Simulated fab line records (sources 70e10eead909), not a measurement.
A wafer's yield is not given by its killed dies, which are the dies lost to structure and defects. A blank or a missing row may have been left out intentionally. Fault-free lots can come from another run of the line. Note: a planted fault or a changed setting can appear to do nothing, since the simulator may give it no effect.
Which tool was responsible? | flow nand-harc | 12 lots, 36 wafers sampled, at 5 steps of a route of 1302

WHAT EACH GAUGE READ, for each wafer
NHARC_END_SORT_01.
lot  | measured     | on        | defect-limited-yield (%) | killed-at-array | killed-at-other | killed-at-periphery | killed-dies | killed-open | killed-short
L567 | day 32 23:24 | prober-02 | 76 76 76                 | 65 71 73        | 95 91 88        | 2 2 3               | 162 164 164 | 6 3 3       | 1 0 4
L572 | day 33 07:10 | prober-01 | 84 84 83                 | 10 17 20        | 95 91 95        | 3 0 2               | 108 108 117 | 0 3 1       | 2 0 2

WHICH TOOL RAN EACH LOT (tool, then ch and the chambers of the sampled wafers, then the start)
lot  | NHARC_THIN_TSV_DEP_43           | NHARC_THIN_TSV_DESCUM_14           | NHARC_THIN_TSV_ETCH_44             | NHARC_THIN_TSV_CMP_21
L552 | pecvd-01 ch 0,1, day 24 03:59   | rie-diel-09 ch 0,2,3, day 24 04:57 | rie-diel-09 ch 0,2,3, day 24 05:02 | cmp-01 ch 1,2, day 24 09:05
L553 | pecvd-01 ch 0,1,2, day 24 11:19 | rie-diel-10 ch 2,3, day 24 12:14   | rie-diel-10 ch 1,2, day 24 12:19   | cmp-03 ch 0,1,2, day 24 16:29
L557 | pecvd-01 ch 0,1,2, day 26 08:50 | rie-diel-10 ch 0,1,2, day 26 09:43 | rie-diel-10 ch 0,3, day 26 09:46   | cmp-02 ch 1,2, day 26 13:57
L556 | pecvd-01 ch 0,1, day 26 10:05   | rie-diel-09 ch 0,1,2, day 26 11:00 | rie-diel-09 ch 1,2, day 26 11:15   | cmp-02 ch 0,3, day 26 15:22
L558 | pecvd-02 ch 1,2, day 26 13:10   | rie-diel-10 ch 0,1,2, day 26 14:07 | rie-diel-10 ch 1,2,3, day 26 14:12 | cmp-02 ch 0,1,3, day 26 18:30
L559 | pecvd-01 ch 0,1, day 27 21:09   | rie-diel-09 ch 1,2,3, day 27 22:01 | rie-diel-09 ch 0,1,2, day 27 22:06 | cmp-01 ch 0,1,2, day 28 02:09
L561 | pecvd-03 ch 0,1, day 27 22:20   | rie-diel-11 ch 0,1,2, day 27 23:13 | rie-diel-11 ch 0,1,3, day 27 23:25 | cmp-01 ch 2,3, day 28 03:25
L562 | pecvd-03 ch 0,2, day 28 16:56   | rie-diel-11 ch 1,2, day 28 17:49   | rie-diel-11 ch 2,3, day 28 17:53   | cmp-01 ch 0,1, day 28 21:57
L563 | pecvd-01 ch 0,1,2, day 28 18:08 | rie-diel-10 ch 0,1,2, day 28 19:00 | rie-diel-10 ch 0,1,3, day 28 19:05 | cmp-02 ch 0,2, day 28 23:11
L567 | pecvd-01 ch 0,2, day 32 06:53   | rie-diel-11 ch 0,2,3, day 32 07:41 | rie-diel-11 ch 0,1,2, day 32 07:55 | cmp-02 ch 0,3, day 32 11:52
L568 | pecvd-02 ch 0,1, day 32 08:03   | rie-diel-09 ch 1,3, day 32 08:57   | rie-diel-09 ch 0,1,3, day 32 09:12 | cmp-03 ch 0,1, day 32 13:12
L572 | pecvd-01 ch 0,1, day 32 09:11   | rie-diel-10 ch 0,2,3, day 32 10:12 | rie-diel-10 ch 2,3, day 32 10:16   | cmp-03 ch 2,3, day 32 14:20
- NHARC_THIN_TSV_DEP_43: deposits SiO2, target thk 1328.5 nm.
- NHARC_THIN_TSV_DESCUM_14: chemistry O2, time 3 s.
- NHARC_THIN_TSV_ETCH_44: etches the open film in CF4/O2, target depth 1594.2 nm, time 797.1 s.
- NHARC_THIN_TSV_CMP_21: polishes, t overpolish 30 s, target thk 2000 nm.

WHAT THE TOOLS THEMSELVES READ (means of the sampled wafers that have a number; where no wafer has one, the mark that the record gives instead)
NHARC_THIN_TSV_DEP_43.
lot  | tool     | throttle-valve-pct (%)
L552 | pecvd-01 | 15.9
L553 | pecvd-01 | 16.1
L557 | pecvd-01 | 16.2
L556 | pecvd-01 | 16.1
L558 | pecvd-02 | 15.5
L559 | pecvd-01 | 16.1
L561 | pecvd-03 | 16.1
L562 | pecvd-03 | 16.1
L563 | pecvd-01 | 16.3
L567 | pecvd-01 | 16.5
L568 | pecvd-02 | 16.0
L572 | pecvd-01 | 16.2

NHARC_THIN_TSV_DESCUM_14.
lot  | tool        | drypump-motor-current-A (A) | oes-product-au (a.u.) | rf-vpp-V (V) | showerhead-plenum-p-Torr (Torr) | throttle-valve-pct (%)
L552 | rie-diel-09 | 5.1                         | 0.997                 | 57.7         | 1.97                            | 11.301
L553 | rie-diel-10 | 6.2                         | 0.997                 | 58.7         | 1.94                            | 11.308
L557 | rie-diel-10 | 6.4                         | 0.993                 | 57.6         | 1.89                            | 11.314
L556 | rie-diel-09 | 5.0                         | 0.994                 | 57.3         | 1.95                            | 11.308
L558 | rie-diel-10 | 6.4                         | 0.998                 | 56.9         | 1.89                            | 11.311
L559 | rie-diel-09 | 5.2                         | 0.991                 | 56.4         | 1.91                            | 11.313
L561 | rie-diel-11 | 6.0                         | 0.997                 | 58.1         | 1.91                            | 11.315
L562 | rie-diel-11 | 5.8                         | 0.993                 | 56.8         | 1.84                            | 11.308
L563 | rie-diel-10 | 6.4                         | 0.992                 | 57.8         | 1.89                            | 11.306
L567 | rie-diel-11 | 6.2                         | 0.996                 | 57.3         | 1.94                            | 11.304
L568 | rie-diel-09 | 5.6                         | 0.982                 | 56.8         | 1.85                            | 11.311
L572 | rie-diel-10 | 6.3                         | 0.988                 | 58.1         | 1.92                            | 11.317

NHARC_THIN_TSV_ETCH_44.
lot  | tool        | drypump-motor-current-A (A) | oes-product-au (a.u.) | rf-vpp-V (V) | showerhead-plenum-p-Torr (Torr) | throttle-valve-pct (%)
L552 | rie-diel-09 | 5.1                         | 0.991                 | 797          | 1.88                            | 16.915
L553 | rie-diel-10 | 6.3                         | 0.995                 | 792          | 1.79                            | 16.913
L557 | rie-diel-10 | 6.5                         | 0.989                 | 796          | 1.86                            | 16.911
L556 | rie-diel-09 | 5.2                         | 0.989                 | 793          | 1.82                            | 16.903
L558 | rie-diel-10 | 6.3                         | 1.001                 | 793          | 1.82                            | 16.914
L559 | rie-diel-09 | 5.0                         | 0.999                 | 796          | 1.87                            | 16.925
L561 | rie-diel-11 | 6.3                         | 1.000                 | 795          | 1.84                            | 16.920
L562 | rie-diel-11 | 5.8                         | 1.003                 | 793          | 1.81                            | 16.918
L563 | rie-diel-10 | 6.5                         | 0.997                 | 795          | 1.84                            | 16.914
L567 | rie-diel-11 | 6.0                         | 0.987                 | 794          | 1.83                            | 16.919
L568 | rie-diel-09 | 5.4                         | 0.994                 | 793          | 1.82                            | 16.908
L572 | rie-diel-10 | 6.1                         | 0.991                 | 794          | 1.83                            | 16.912

NHARC_THIN_TSV_CMP_21.
lot  | tool   | motor-current-A (A) | overpolish-run-s (s) | slurry-flow-ml-min
L552 | cmp-01 | 13.1                | 29.998               | 149.9
L553 | cmp-03 | 10.5                | 29.997               | 150.1
L557 | cmp-02 | 11.9                | 29.998               | 149.8
L556 | cmp-02 | 12.8                | 29.998               | 150.1
L558 | cmp-02 | 12.3                | 29.998               | 149.9
L559 | cmp-01 | 12.1                | 30.004               | 150.2
L561 | cmp-01 | 13.2                | 29.996               | 149.7
L562 | cmp-01 | 13.0                | 30.002               | 150.5
L563 | cmp-02 | 12.0                | 30.002               | 150.1
L567 | cmp-02 | 13.2                | 30.002               | 149.7
L568 | cmp-03 | 10.9                | 30.011               | 149.8
L572 | cmp-03 | 11.0                | 30.000               | 149.7

THE ANSWER, worked out from the rows above alone
Rule: the lots themselves supply what counts as usual. Put in order of their means at a reading, lots are off if they are a third of the lots or fewer, leave a main group of 4 or more, and stand apart from it by a gap of 3 or more times the standard deviation of the main group's means; of several such gaps the widest counts. A main group is skipped when, at the precision printed for the reading in the tables above, its means are all equal. A lot without any number at a reading at which 4 lots or more have one is off too. Any other lot the step has rows for is counted as sound. First the gauges in route order, then the tools' own readings, where a lot's mean is used as printed above. At the first step where some lot is off, the reading lying furthest off is the one used; lots without a number count as furthest.
Across all readings shown, no lot is off: no conclusion can be drawn from this.

WHAT THE SIMULATOR PUT IN
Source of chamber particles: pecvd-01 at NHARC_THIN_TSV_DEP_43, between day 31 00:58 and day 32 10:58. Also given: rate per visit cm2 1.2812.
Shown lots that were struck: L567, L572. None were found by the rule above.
